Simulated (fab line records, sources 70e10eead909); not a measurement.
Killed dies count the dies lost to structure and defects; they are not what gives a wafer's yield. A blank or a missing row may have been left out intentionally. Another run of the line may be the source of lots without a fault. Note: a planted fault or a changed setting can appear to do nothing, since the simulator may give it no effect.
fab line records ; flow nand-harc
record lots=6; wafers=18; last-day=31
route steps=1302 shown P_ZERO_WELL@57 P_STI@69 END@1302
lots untouched by any fault: they come from a run of this same line in which no faults occurred
start-h: the number of hours between the record's first day and the start of the first shown wafer of the lot ; wait-h: how many hours have passed since the lot's step before this one ; " identical to the entry in the row above ; L1.1+2: a row that stands for several wafers ; - no value, or no start given ; * or withheld: withheld ; < > ~ a bound
route shown NAME@n: names a module that has steps shown in the file, with the first one's number in the route ; usual: the fault-free wafers' mean and standard deviation ; same: alike in all rows ; chamber/n: place in a boat ; sites: readings site by site ; _std_site: how widely they spread, as a standard deviation ; _edge_site: inner sites' mean taken away from outer sites' mean ; radius-mm: for every site, how far away it sits from the centre of the wafer ; mask NAME#n: copy n ; behind: the last tool/chamber to shape the wafer ; hold: why the lot was held/for how many hours/how that ended ; device: which transistor (n, p or np) failed to switch ; end of line: tests run on the same wafers once the route is complete ; where a step has no rows: the recipe by itself ; killed: the dies lost at the first sort to structure and to defects; this is not the yield of the wafer ; map: per-die view of a wafer (x killed, . not killed, _ where there is no die)
set.NAME: the setting as run; set.NAME@STEP: as run at that earlier step ; model.NAME: the simulator's own value behind a step, which no gauge read
lots at selected steps of the route; one table per step, one row per wafer
services: the hour from which a tool's chamber was out of use, counted from the record's first day as start-h (under 0 if before that day), plus the number of hours and why
## steps
# step NHARC_P_ZERO_WELL_PEB_50
# recipe peb-temp-c=118; peb-time-s=85
# step NHARC_P_ZERO_WELL_DEVELOP_51
# recipe time-s=70
# step NHARC_P_ZERO_WELL_CD_MEAS_52
# recipe target-cd-nm=2000; landing-energy-ev=500
# usual cd-nm=2000.7/3
lot.wafer;tool;chamber;start-h;wait-h;cd-nm
L797.2;cd-sem-03;0;45.61;-;2001.6
L797.5;cd-sem-03;0;45.61;-;2006.6
L797.6;cd-sem-03;0;45.61;-;2003.4
L800.1;cd-sem-01;0;75.37;-;2001.1
L800.4;cd-sem-01;0;75.37;-;2000.6
L800.5;cd-sem-01;0;75.37;-;2003.3
L808.1;cd-sem-02;0;160.21;-;2002.0
L808.2;cd-sem-02;0;160.21;-;2002.7
L808.6;cd-sem-02;0;160.21;-;2005.5
L809.2;cd-sem-02;0;165.78;-;2004.3
L809.5;cd-sem-02;0;165.78;-;2002.1
L809.6;cd-sem-02;0;165.78;-;2004.5
L811.2;cd-sem-02;0;186.41;-;1997.1
L811.4;cd-sem-02;0;186.41;-;2001.1
L811.5;cd-sem-02;0;186.41;-;2002.4
L813.1;cd-sem-01;0;205.87;-;2002.4
L813.2;cd-sem-01;0;205.87;-;2001.7
L813.5;cd-sem-01;0;205.87;-;2002.9
# step NHARC_P_ZERO_WELL_HARDBAKE_53
# recipe temp-c=125; time-s=80
# step NHARC_P_ZERO_WELL_DESCUM_54
# recipe time-s=3; o2-flow-sccm=200; ar-flow-sccm=0; bias-power-w=0; chemistry=O2
# usual chamber-pressure-mTorr=59.99/0.056; drypump-motor-current-A=5.6/0.46; oes-product-au=1.003/0.014; rf-vpp-V=57.6/0.93; showerhead-plenum-p-Torr=1.90/0.069; throttle-valve-pct=11.312/0.01
lot.wafer;tool;chamber;start-h;wait-h;chamber-pressure-mTorr;drypump-motor-current-A;oes-product-au;rf-hours-counter-h;rf-vpp-V;showerhead-plenum-p-Torr;throttle-valve-pct
L797.2;rie-diel-13;1;45.81;-;60.00;6.2;1.011;19;58.9;1.86;11.311
L797.6;rie-diel-13;2;45.81;-;60.04;5.7;0.989;-;54.7;1.80;11.311
L797.5;rie-diel-13;3;45.81;-;60.01;5.8;1.008;-;58.1;1.91;11.308
L800.1;rie-diel-13;2;75.53;-;59.99;5.7;0.974;23;56.9;1.80;11.311
L800.4;rie-diel-13;3;75.53;-;60.05;5.9;1.010;23;57.5;1.91;11.311
L800.5;rie-diel-13;2;75.53;-;59.99;5.7;0.968;-;58.5;1.80;11.304
L808.1;rie-diel-04;3;160.41;-;59.96;5.4;1.010;52;57.8;1.83;11.308
L808.2;rie-diel-04;0;160.41;-;60.06;6.0;1.000;45;58.0;1.96;11.299
L808.6;rie-diel-04;0;160.41;-;59.96;5.9;0.988;-;59.1;1.96;11.302
L809.2;rie-diel-12;1;165.94;-;60.06;5.4;1.026;19;55.7;1.78;11.328
L809.5;rie-diel-12;1;165.94;-;59.97;5.4;1.031;-;56.7;1.78;11.302
L809.6;rie-diel-12;2;165.94;-;60.08;5.1;1.002;-;58.0;1.96;11.325
L811.2;rie-diel-13;1;186.56;-;60.01;6.2;0.983;4;57.8;1.85;11.318
L811.4;rie-diel-13;0;186.56;-;59.99;4.7;0.997;6;58.4;2.01;11.313
L811.5;rie-diel-13;1;186.56;-;59.94;6.2;0.978;-;55.3;1.85;11.310
L813.1;rie-diel-13;2;206.03;-;60.11;5.7;1.010;8;57.5;1.79;11.289
L813.2;rie-diel-13;3;206.03;-;59.92;5.8;1.007;11;56.7;1.90;11.315
L813.5;rie-diel-13;3;206.03;-;59.80;5.8;1.016;-;57.1;1.90;11.306
# step NHARC_P_ZERO_WELL_IMPLANT_55
# recipe energy-kev=180; dose-cm2=8e+11; tilt-deg=7
# step NHARC_P_ZERO_WELL_IMPLANT_61
# recipe energy-kev=30; dose-cm2=5e+11; tilt-deg=7
# step NHARC_P_ZERO_WELL_STRIP_56
# recipe time-s=840; temp-c=130; chemistry=SPM
# step NHARC_P_ZERO_WELL_PRECLEAN_68
# recipe time-s=60; temp-c=50; bath-age-min=0; chemistry=SC1
# step NHARC_P_ZERO_WELL_SRD_69
# step NHARC_P_ZERO_WELL_RTA_42
# recipe temp-c=1100; time-s=300
# usual lamp-power-pct=33.5/1.2; lamp_zone_7_pct=33.8/1.2; wafer_temp_C_max=1104.6/1.5
lot.wafer;tool;chamber;start-h;wait-h;lamp-power-pct;lamp_zone_7_pct;wafer_temp_C_max
L797.2;rtp-anneal-02;0;46.85;-;32.6;32.8;1105.2
L797.5;rtp-anneal-02;0;46.85;-;32.6;32.9;1105.0
L797.6;rtp-anneal-02;0;46.85;-;32.6;32.9;1104.9
L800.1;rtp-anneal-02;0;76.51;-;32.7;32.9;1105.3
L800.4;rtp-anneal-02;0;76.51;-;32.7;32.9;1105.6
L800.5;rtp-anneal-02;0;76.51;-;32.7;33.0;1104.4
L808.1;rtp-anneal-01;0;161.39;-;35.1;35.5;1102.2
L808.2;rtp-anneal-01;0;161.39;-;35.2;35.4;1103.1
L808.6;rtp-anneal-01;0;161.39;-;35.2;35.5;1102.1
L809.2;rtp-anneal-01;0;167.02;-;35.2;35.4;1102.8
L809.5;rtp-anneal-01;0;167.02;-;35.1;35.4;1102.3
L809.6;rtp-anneal-01;0;167.02;-;35.1;35.5;1102.2
L811.2;rtp-anneal-01;0;187.64;-;35.2;35.4;1104.0
L811.4;rtp-anneal-01;0;187.64;-;35.2;35.4;1102.3
L811.5;rtp-anneal-01;0;187.64;-;35.2;35.5;1103.0
L813.1;rtp-anneal-02;0;207.02;-;32.7;32.9;1104.9
L813.2;rtp-anneal-02;0;207.02;-;32.7;33.0;1107.1
L813.5;rtp-anneal-02;0;207.02;-;32.7;32.9;1105.3
# step NHARC_P_ZERO_WELL_INSPECT_43
# usual raw-defect-count=13/6.2
lot.wafer;tool;chamber;start-h;wait-h;raw-defect-count
L797.2;defect-inspect-02;-;47.41;0.5;12
L797.5;defect-inspect-02;-;47.41;0.5;5
L797.6;defect-inspect-02;-;47.41;0.5;8
L800.1;defect-inspect-01;-;77.18;0.6;17
L800.4;defect-inspect-01;-;77.18;0.6;14
L800.5;defect-inspect-01;-;77.18;0.6;10
L808.1;defect-inspect-01;-;162.07;0.6;6
L808.2;defect-inspect-01;-;162.07;0.6;9
L808.6;defect-inspect-01;-;162.07;0.6;11
L809.2;defect-inspect-02;-;167.60;0.5;16
L809.5;defect-inspect-02;-;167.60;0.5;16
L809.6;defect-inspect-02;-;167.60;0.5;16
L811.2;defect-inspect-01;-;188.21;0.5;16
L811.4;defect-inspect-01;-;188.21;0.5;13
L811.5;defect-inspect-01;-;188.21;0.5;25
L813.1;defect-inspect-01;-;207.71;0.6;11
L813.2;defect-inspect-01;-;207.71;0.6;7
L813.5;defect-inspect-01;-;207.71;0.6;9
# step NHARC_P_STI_ETCH_26
# recipe target-depth-a=110; chemistry=dHF; material=SiO2
lot.wafer;tool;chamber;start-h;wait-h
L797.2+6+5;wet-bench-05;5,1,2;47.46;0.0
L800.1+5+4;wet-bench-04;4,7,0;77.24;0.1
L808.2+1+6;wet-bench-04;2,3,4;162.16;0.1
L809.2+6+5;wet-bench-05;3,4,6;167.66;0.1
L811.4+2+5;wet-bench-05;6,7,2;188.27;0.1
L813.2+5+1;wet-bench-04;1,2,3;207.76;0.1
# step NHARC_P_STI_PRECLEAN_27
# recipe time-s=*; temp-c=50; bath-age-min=0; chemistry=SC1
# step NHARC_P_STI_SRD_28
# step NHARC_P_STI_OXIDE_29
# recipe target-thk-a=100; temp-c=900; ox-time-s=1362; material=SiO2
# step NHARC_P_STI_HM_DEP_30
# recipe target-thk-a=800; temp-c=790; pressure-mtorr=300; time-s=873; material=Si3N4
# step NHARC_P_STI_DEHYDRATE_01
# recipe temp-c=150; time-s=120
# step NHARC_P_STI_HMDS_02
# recipe time-s=30
# step NHARC_P_STI_COAT_41
# recipe temp-c=200; time-s=65
# step NHARC_P_STI_COAT_03
# recipe spin-rpm=2000; resist-thk-nm=600
# step NHARC_P_STI_SOFTBAKE_04
# recipe temp-c=125; time-s=70
# step NHARC_P_STI_EBR_05
# step NHARC_P_STI_EXPOSE_06
# recipe na=0.55; target-cd-nm=200; dose-mj=37.69; mask-id=P_STI
# step NHARC_P_STI_PEB_07
# recipe peb-temp-c=128; peb-time-s=80
# step NHARC_P_STI_DEVELOP_08
# recipe time-s=50; dev-temp-c=22
# step NHARC_P_STI_CD_MEAS_09
# recipe target-cd-nm=200; landing-energy-ev=500
# usual cd-nm=203.5/2.5
lot.wafer;tool;chamber;start-h;wait-h;cd-nm
L797.2;cd-sem-01;0;62.60;-;203.4
L797.5;cd-sem-01;0;62.60;-;204.3
L797.6;cd-sem-01;0;62.60;-;207.2
L800.1;cd-sem-03;0;92.13;-;204.4
L800.4;cd-sem-03;0;92.13;-;203.5
L800.5;cd-sem-03;0;92.13;-;203.5
L808.1;cd-sem-02;0;176.67;-;206.9
L808.2;cd-sem-02;0;176.67;-;203.0
L808.6;cd-sem-02;0;176.67;-;203.8
L809.2;cd-sem-03;0;185.38;-;203.3
L809.5;cd-sem-03;0;185.38;-;204.0
L809.6;cd-sem-03;0;185.38;-;205.8
L811.2;cd-sem-02;0;204.60;-;200.4
L811.4;cd-sem-02;0;204.60;-;201.8
L811.5;cd-sem-02;0;204.60;-;197.8
L813.1;cd-sem-01;0;228.94;-;204.6
L813.2;cd-sem-01;0;228.94;-;205.3
L813.5;cd-sem-01;0;228.94;-;201.7
# step NHARC_P_STI_OVL_MEAS_10
# usual overlay-x-nm=3/4.9; overlay-y-nm=0/6.1
lot.wafer;tool;chamber;start-h;wait-h;overlay-x-nm;overlay-y-nm
L797.2;overlay-01;-;62.69;-;14;-4
L797.5;overlay-01;-;62.69;-;14;-5
L797.6;overlay-01;-;62.69;-;14;-5
L800.1;overlay-02;-;92.22;-;12;-3
L800.4;overlay-02;-;92.22;-;11;-3
L800.5;overlay-02;-;92.22;-;11;-3
L808.1;overlay-01;-;176.76;-;-5;7
L808.2;overlay-01;-;176.76;-;-6;7
L808.6;overlay-01;-;176.76;-;-6;7
L809.2;overlay-01;-;185.46;-;-5;-3
L809.5;overlay-01;-;185.46;-;-5;-3
L809.6;overlay-01;-;185.46;-;-4;-3
L811.2;overlay-01;-;204.69;-;3;16
L811.4;overlay-01;-;204.69;-;2;16
L811.5;overlay-01;-;204.69;-;2;16
L813.1;overlay-01;-;229.03;-;8;2
L813.2;overlay-01;-;229.03;-;8;2
L813.5;overlay-01;-;229.03;-;7;2
# step NHARC_P_STI_INSPECT_11
# usual raw-defect-count=5.5/2.8
lot.wafer;tool;chamber;start-h;wait-h;raw-defect-count
L797.2;defect-inspect-02;-;62.72;0.0;4
L797.5;defect-inspect-02;-;62.72;0.0;8
L797.6;defect-inspect-02;-;62.72;0.0;5
L800.1;defect-inspect-02;-;92.26;0.0;5
L800.4;defect-inspect-02;-;92.26;0.0;4
L800.5;defect-inspect-02;-;92.26;0.0;4
L808.1;defect-inspect-02;-;176.80;0.0;10
L808.2;defect-inspect-02;-;176.80;0.0;5
L808.6;defect-inspect-02;-;176.80;0.0;2
L809.2;defect-inspect-02;-;185.50;0.0;638
L809.5;defect-inspect-02;-;185.50;0.0;577
L809.6;defect-inspect-02;-;185.50;0.0;644
L811.2;defect-inspect-01;-;204.73;0.0;628
L811.4;defect-inspect-01;-;204.73;0.0;646
L811.5;defect-inspect-01;-;204.73;0.0;604
L813.1;defect-inspect-01;-;229.07;0.0;6
L813.2;defect-inspect-01;-;229.07;0.0;7
L813.5;defect-inspect-01;-;229.07;0.0;13
# step NHARC_P_STI_HARDBAKE_13
# recipe temp-c=118; time-s=65
# step NHARC_END_SORT_01
# recipe temp-c=25
# usual killed-at-array=59/21; killed-at-other=0.8/1.1; killed-at-periphery=4.1/2.8; killed-dies=64/20; killed-open=3.1/1.7; killed-short=2.4/1.6
# same gross-dies=677
lot.wafer;tool;chamber;start-h;wait-h;killed-at-array;killed-at-other;killed-at-periphery;killed-dies;killed-open;killed-short
L809.2;prober-01;0;716.76;2.9;73;0;82;155;4;2
L809.5;prober-01;0;719.19;3.7;68;0;97;165;1;1
L809.6;prober-01;0;720.00;4.0;49;0;78;127;1;2
L811.2;prober-02;0;722.42;2.8;80;0;68;148;5;1
L811.4;prober-02;0;724.02;3.4;80;0;97;177;1;4
L811.5;prober-02;0;724.82;3.7;85;0;90;175;1;2
# killed by level:class
L809.2 P_STI:unspecified=73 A_CHANNEL_HOLE_D2:chamber-film-flake=28 A_CHANNEL_HOLE_D1:chamber-film-flake=21 A_CONTACT:chamber-film-flake=9 P_GATE:chamber-film-flake=6 A_STAIRCASE:chamber-film-flake=4 A_DECK1_JOINT:chamber-film-flake=3 P_CONTACT:chamber-film-flake=2
L809.5 P_STI:unspecified=87 A_CHANNEL_HOLE_D1:chamber-film-flake=30 A_CHANNEL_HOLE_D2:chamber-film-flake=21 P_CONTACT:chamber-film-flake=6 A_STAIRCASE:chamber-film-flake=5 A_CONTACT:chamber-film-flake=4 P_GATE:chamber-film-flake=3 A_DECK1_JOINT:chamber-film-flake=3
L809.6 P_STI:unspecified=66 A_CHANNEL_HOLE_D2:chamber-film-flake=21 A_CHANNEL_HOLE_D1:chamber-film-flake=16 P_CONTACT:chamber-film-flake=6 A_CONTACT:chamber-film-flake=4 P_GATE:chamber-film-flake=3 A_ZERO_WELL:chamber-film-flake=3 A_DECK1_JOINT:chamber-film-flake=3
L811.2 P_STI:unspecified=61 A_SLIT:chamber-film-flake=31 A_CHANNEL_HOLE_D1:chamber-film-flake=23 A_CHANNEL_HOLE_D2:chamber-film-flake=16 P_M2:chamber-film-flake=5 A_STAIRCASE:chamber-film-flake=2 A_CHANNEL_HOLE_D1:geometric-particle:open=1 A_CHANNEL_FILL_D1:geometric-particle:open=1
L811.4 P_STI:unspecified=89 A_SLIT:chamber-film-flake=29 A_CHANNEL_HOLE_D1:chamber-film-flake=24 A_CHANNEL_HOLE_D2:chamber-film-flake=18 P_M2:chamber-film-flake=4 P_GATE:chamber-film-flake=3 A_SGD_CUT:geometric-particle:short=2 A_CONTACT:chamber-film-flake=2
L811.5 P_STI:unspecified=86 A_CHANNEL_HOLE_D1:chamber-film-flake=28 A_CHANNEL_HOLE_D2:chamber-film-flake=26 A_SLIT:chamber-film-flake=23 P_M2:chamber-film-flake=3 A_STAIRCASE:chamber-film-flake=3 A_WL_FILL:chamber-film-flake=2 A_SOURCE_PLATE:geometric-particle:short=1
# map L809.5 (x killed, . not)
____________.____________
_________.x.x..._________
_______xx........._______
______xxxx.........______
_____xxxxx.........._____
____xxxxxx...x....x..____
____x.xxx............____
___xxx.xx........x..x.___
___...x.x.........x..x___
__....x.......xx.......__
__..x.xx...............__
_...x..................._
_...x.....x............._
_........xx....x........_
_.......x.xxx.x........._
_........xxxxx.........._
........xxxxxxxx.........
.......xxxxxxxxx.........
......x.xxxxxxxx.........
.......xxxxxxxxx.........
.......xxxxxxxx.......x..
_......xxxxxxxx.....x..._
_......xxxxxxx.x......x._
_......xxxxxxx........x._
_.......xxxxxx..x......._
_........xxxxx.........._
__.........xx...x.x....__
__......x.x.x...x......__
___....x...xx.........___
___......xxxx.........___
____......xx..x......____
____.......x.........____
_____.............x._____
______....xxx...xx.______
_______..........._______
_________......._________
____________.____________
# map L811.4 (x killed, . not)
____________.____________
_________xx....._________
_______xxx.....x.._______
______xxx......x...______
_____xxxx.x..xx....._____
____.xx.x............____
____x..x..x........x.____
___..xx...............___
___..xxx.......x......___
__.....................__
__..x.........x........__
_......x.x.x.x.........._
_.........x.....x....x.._
_.........x.x..........._
_..x.....xxxx..........._
_......xxxxxxxx....x...._
........xxxxxxx..........
........xxxxxxxx.........
........xxxxxxxx.........
.......xxxxxxxx..........
.......xxxxxxxxx.........
_.......xxxxxxx........._
_.....x.xxxxxx..x......._
_.......xxxxxxxx........_
_.......xxxxxx.x........_
_.......xx.xx..x........_
__........x.x.......x..__
__........x.x....x.....__
___......x.xx...x.x...___
___........xx..xx..xx.___
____......xxx.xxxxxxx____
____...x.x......xxxxx____
_____.......x..xxxxx_____
______....x.....xxx______
_______.........xx_______
_________......x_________
____________.____________
## services
tool;chamber;start-h;hours;kind
rie-diel-13;0;22.31;-;clean
rie-diel-13;1;22.31;-;clean
rie-diel-13;2;22.31;-;clean
rie-diel-13;3;22.31;-;clean
wet-bench-05;-;40.68;2.5;repair
rie-diel-13;-;46.06;1.0;repair
wet-bench-04;-;59.01;8.0;pm
rie-diel-13;3;64.63;4.5;repair
rie-diel-13;0;70.81;-;clean
rie-diel-13;1;70.81;-;clean
wet-bench-05;-;84.80;8.0;pm
rie-diel-12;2;87.29;2.9;repair
rie-diel-13;0;88.75;10.1;repair
rie-diel-12;-;91.51;9.0;pm
rie-diel-13;3;106.02;23.5;repair
rie-diel-04;0;145.55;14.1;repair
rie-diel-12;-;149.48;1.0;repair
rie-diel-12;3;156.83;5.2;repair
rie-diel-13;3;157.57;14.4;repair
rie-diel-13;-;165.81;9.0;pm
rie-diel-04;3;175.03;9.7;repair
rie-diel-04;-;179.29;9.0;pm
rie-diel-12;-;182.88;0.6;repair
rie-diel-13;-;193.10;2.0;repair
## key
first-sign step=NHARC_P_STI_INSPECT_11; reading=raw-defect-count; direction=up; sigmas=99+; usual=5.5; struck=622.8
effect step=NHARC_END_SORT_01; reading=killed-at-periphery; direction=up; sigmas=29; usual=4.1; struck=85.3
more-kills-born-at NHARC_P_STI_ETCH_26@wet-bench-05=462
met-at NHARC_P_STI_ETCH_26
struck-wafers L809.2,L809.5,L809.6,L811.2,L811.4,L811.5
tester-left-out L809,L811
onset-between 47.46 167.66
also-fits NHARC_P_ZERO_WELL_RTA_42:rtp-anneal-01
fault kind=chamber-particle-source; tool=wet-bench-05; chamber=-; onset-h=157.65; steps=NHARC_P_STI_ETCH_26; rate-per-visit-cm2=1.0028; end-h=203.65
# tester-left-out: of these lots the tester's yield and bins aren't shown, on N5 and GAA mostly nor the transistor test; their killed dies are dies lost to structure and defects alone, not to doping, threshold or leakage, so they don't give the yield
